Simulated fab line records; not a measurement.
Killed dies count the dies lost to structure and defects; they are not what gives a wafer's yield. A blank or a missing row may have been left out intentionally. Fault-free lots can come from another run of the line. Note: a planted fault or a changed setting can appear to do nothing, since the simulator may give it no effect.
The tool behind it: which one? -- flow nand-harc -- 12 lots with 36 wafers sampled at 6 steps, on a route of 1159 steps

== WHAT EACH GAUGE READ, for each wafer ==
NHARC_P_ZERO_WELL_CD_MEAS_24 targets a cd of 720 nm. Usual: 719.7 nm for cd-nm, sd 1.6.
lot,measured,on,cd-nm (nm),flag
L293,day 1 14:51,cd-sem-01,717.9 717.8 718.1,
L294,day 1 20:35,cd-sem-01,717.1 718.6 717.9,
L295,day 2 02:35,cd-sem-01,717.0 719.7 718.9,
L296,day 2 08:35,cd-sem-01,716.6 718.2 717.8,
L297,day 2 14:35,cd-sem-02,721.4 719.9 722.5,
L298,day 2 20:29,cd-sem-01,- - -,OFF
L308,day 5 08:28,cd-sem-02,717.8 716.5 719.9,
L309,day 5 14:28,cd-sem-01,721.6 722.5 720.4,
L310,day 5 20:36,cd-sem-02,721.2 722.0 719.7,
L311,day 6 02:28,cd-sem-01,717.6 717.7 720.4,
L313,day 6 14:30,cd-sem-03,719.1 718.5 718.7,
L316,day 7 08:29,cd-sem-03,720.5 719.6 718.3,

NHARC_P_STI_OVL_MEAS_10. Usual: overlay-x-nm 0 nm, standard deviation 6.8; overlay-y-nm 0 nm, standard deviation 5.9.
lot,measured,on,overlay-x-nm (nm),overlay-y-nm (nm),flag
L293,day 2 13:16,overlay-02,-2 -2 -2,-10 -9 -9,
L294,day 2 13:26,overlay-02,-9 -10 -10,-9 -8 -9,
L295,day 3 03:32,overlay-01,-7 -6 -6,9 8 8,
L296,day 3 03:34,overlay-02,4 3 4,-4 -4 -3,
L297,day 3 11:00,overlay-01,4 4 4,7 6 6,
L308,day 6 05:31,overlay-01,-8 -8 -8,10 10 10,
L309,day 6 10:59,overlay-02,-2 -2 -2,-8 -8 -8,
L310,day 6 17:04,overlay-02,-10 -10 -10,-3 -3 -2,
L311,day 6 22:46,overlay-02,5 5 5,5 5 5,
L313,day 7 12:51,overlay-02,-7 -7 -7,0 1 0,
L316,day 8 04:50,overlay-02,4 4 5,-1 -1 -1,

NHARC_END_SORT_01. Usual: killed-at-array 26, standard deviation 11; killed-at-other 0.4, standard deviation 0.78; killed-at-periphery 3.4, standard deviation 2.4; killed-dies 29, standard deviation 11; killed-open 3.1, standard deviation 1.9; killed-short 1.9, standard deviation 1.4.
lot,measured,on,killed-at-array,killed-at-other,killed-at-periphery,killed-dies,killed-open,killed-short,flag
L298,day 23 00:50,prober-02,22 10 12,0 0 1,655 667 664,677 677 677,3 1 1,0 1 0,OFF
L308,day 24 15:47,prober-01,26 30 24,0 0 0,3 2 4,29 32 28,1 3 2,3 1 5,
L309,day 24 23:51,prober-02,20 40 40,0 0 0,7 7 4,27 47 44,2 4 2,2 5 1,
L310,day 25 07:33,prober-02,31 26 32,3 2 4,4 4 5,38 32 41,3 1 4,1 0 3,OFF
L311,day 25 15:17,prober-01,7 13 11,0 0 0,3 0 2,10 13 13,2 3 2,1 0 1,

== EACH LOT AND THE TOOL THAT RAN IT (in order: tool; ch and the chambers of the sampled wafers; start) ==
lot,NHARC_P_ZERO_WELL_ETCH_63,NHARC_P_ZERO_WELL_EXPOSE_21,NHARC_P_ZERO_WELL_DESCUM_39
L293,"rie-si-03 ch 2,3, day 1 13:56","krf-scanner-01 ch 0, day 1 14:42","rie-diel-07 ch 0,2,3, day 1 16:41"
L294,"rie-si-03 ch 1,2, day 1 19:41","krf-scanner-03 ch 0, day 1 20:26","rie-diel-07 ch 0,1,2, day 1 22:23"
L295,"rie-si-04 ch 2,3, day 2 01:40","krf-scanner-04 ch 0, day 2 02:26","rie-diel-02 ch 1,3, day 2 04:25"
L296,"rie-si-03 ch 2,3, day 2 07:39","krf-scanner-03 ch 0, day 2 08:25","rie-diel-02 ch 0,2,3, day 2 10:25"
L297,"rie-si-03 ch 0,2,3, day 2 13:41","krf-scanner-01 ch 0, day 2 14:26","rie-diel-02 ch 0,2,3, day 2 16:25"
L298,"rie-si-03 ch 0,3, day 2 19:40","krf-scanner-01 ch 0, day 2 20:20","rie-diel-07 ch 0,1, day 2 22:11"
L308,"rie-si-06 ch 1,2, day 5 07:32","krf-scanner-03 ch 0, day 5 08:18","rie-diel-02 ch 0,3, day 5 10:17"
L309,"rie-si-04 ch 1,2,3, day 5 13:31","krf-scanner-01 ch 0, day 5 14:18","rie-diel-09 ch 0,1,2, day 5 16:15"
L310,"rie-si-03 ch 0,1,2, day 5 19:40","krf-scanner-03 ch 0, day 5 20:26","rie-diel-07 ch 0,1,3, day 5 22:24"
L311,"rie-si-06 ch 0,1, day 6 01:32","krf-scanner-04 ch 0, day 6 02:18","rie-diel-02 ch 2,3, day 6 04:17"
L313,"rie-si-03 ch 2,3, day 6 13:41","krf-scanner-03 ch 0, day 6 14:21","rie-diel-07 ch 0,2, day 6 16:13"
L316,"rie-si-04 ch 1,3, day 7 07:41","krf-scanner-04 ch 0, day 7 08:20","rie-diel-07 ch 0,1,3, day 7 10:18"
- NHARC_P_ZERO_WELL_ETCH_63: etches the open film in HBr/Cl2, target depth 120 nm, time 40.1 s.
- NHARC_P_ZERO_WELL_EXPOSE_21: exposes mask P NWELL, target cd 720 nm.
- NHARC_P_ZERO_WELL_DESCUM_39: chemistry O2, time 3 s.

== AS READ BY THE TOOLS THEMSELVES (means over the sampled wafers that have a number; for cases with no such wafer, the mark the record gives instead) ==
NHARC_P_ZERO_WELL_ETCH_63. Usual: chamber-pressure-mTorr 15.000 mTorr, standard deviation 0.014; drypump-motor-current-A 6.0 A, standard deviation 0.46; oes-product-au 1.000 a.u., standard deviation 0.011; throttle-valve-pct 26.406 %, standard deviation 0.0089.
lot,tool,chamber-pressure-mTorr (mTorr),drypump-motor-current-A (A),oes-product-au (a.u.),throttle-valve-pct (%),flag
L293,rie-si-03,14.999,6.3,1.008,26.399,
L294,rie-si-03,14.993,5.6,1.001,26.407,
L295,rie-si-04,14.995,5.8,1.004,26.392,
L296,rie-si-03,14.983,6.1,0.998,26.404,
L297,rie-si-03,15.005,6.3,0.995,26.409,
L298,rie-si-03,15.003,6.5,0.989,26.410,
L308,rie-si-06,14.996,5.8,0.982,26.406,
L309,rie-si-04,14.993,6.1,1.013,26.403,
L310,rie-si-03,14.991,5.9,1.009,26.401,
L311,rie-si-06,14.986,5.8,0.999,26.410,
L313,rie-si-03,15.008,6.4,1.005,26.414,
L316,rie-si-04,15.003,6.5,1.009,26.396,

NHARC_P_ZERO_WELL_DESCUM_39. Usual: chamber-pressure-mTorr is 60.00 mTorr with standard deviation 0.06, drypump-motor-current-A is 5.8 A with standard deviation 0.38, o2-flow-sccm is 200.1 sccm with standard deviation 0.95, oes-product-au is 0.996 a.u. with standard deviation 0.0099, rf-vpp-V is 57.9 V with standard deviation 0.86, showerhead-plenum-p-Torr is 1.93 Torr with standard deviation 0.082, and throttle-valve-pct is 11.310 % with standard deviation 0.01.
lot,tool,chamber-pressure-mTorr (mTorr),drypump-motor-current-A (A),o2-flow-sccm (sccm),oes-product-au (a.u.),rf-vpp-V (V),showerhead-plenum-p-Torr (Torr),throttle-valve-pct (%),flag
L293,rie-diel-07,59.95,5.9,199.6,1.004,58.6,1.90,11.315,
L294,rie-diel-07,60.05,5.7,200.2,0.997,58.0,1.93,11.310,
L295,rie-diel-02,59.99,5.7,199.9,0.994,57.1,1.85,11.305,
L296,rie-diel-02,60.03,5.6,200.4,0.994,58.0,1.98,11.316,
L297,rie-diel-02,60.04,5.6,199.6,0.991,57.7,1.98,11.302,
L298,rie-diel-07,60.05,5.3,199.7,1.007,57.2,1.91,11.305,
L308,rie-diel-02,59.97,5.7,200.6,0.994,58.6,1.97,11.308,
L309,rie-diel-09,60.05,5.9,199.7,1.006,58.0,1.96,11.302,
L310,rie-diel-07,60.02,5.6,200.3,0.993,58.0,1.88,11.312,
L311,rie-diel-02,60.09,5.5,200.4,0.991,58.3,1.93,11.315,
L313,rie-diel-07,60.06,6.0,199.8,0.996,58.1,1.95,11.306,
L316,rie-diel-07,59.99,5.6,200.6,1.000,58.0,1.88,11.307,

== THE ANSWER, worked out from the rows above alone ==
Rule: take the mean of a lot's wafers that have a number; if it is more than 3 standard deviations from the usual mean, the lot is off. A lot without any number at a reading at which 4 lots or more have one is off too. All remaining lots with rows at the step are treated as sound. First the gauges in route order, then the tools' own readings, where a lot's mean is used as printed above. The first step at which some lot is off is used, and at that step the reading that is off furthest; a lot without a number counts as furthest.
Off: L298, at NHARC_P_ZERO_WELL_CD_MEAS_24 (cd-nm). Without a number there: L298.
If a tool, at a process step before that reading, ran all the lots that are off and no sound lot after the first of them, it fits. Not tried: the gauges at NHARC_P_ZERO_WELL_CD_MEAS_24; whatever is off there is also off at NHARC_END_SORT_01, on other tools, and gauge error can't account for it. None of those tried fits.

== WHAT THE SIMULATOR PUT IN ==
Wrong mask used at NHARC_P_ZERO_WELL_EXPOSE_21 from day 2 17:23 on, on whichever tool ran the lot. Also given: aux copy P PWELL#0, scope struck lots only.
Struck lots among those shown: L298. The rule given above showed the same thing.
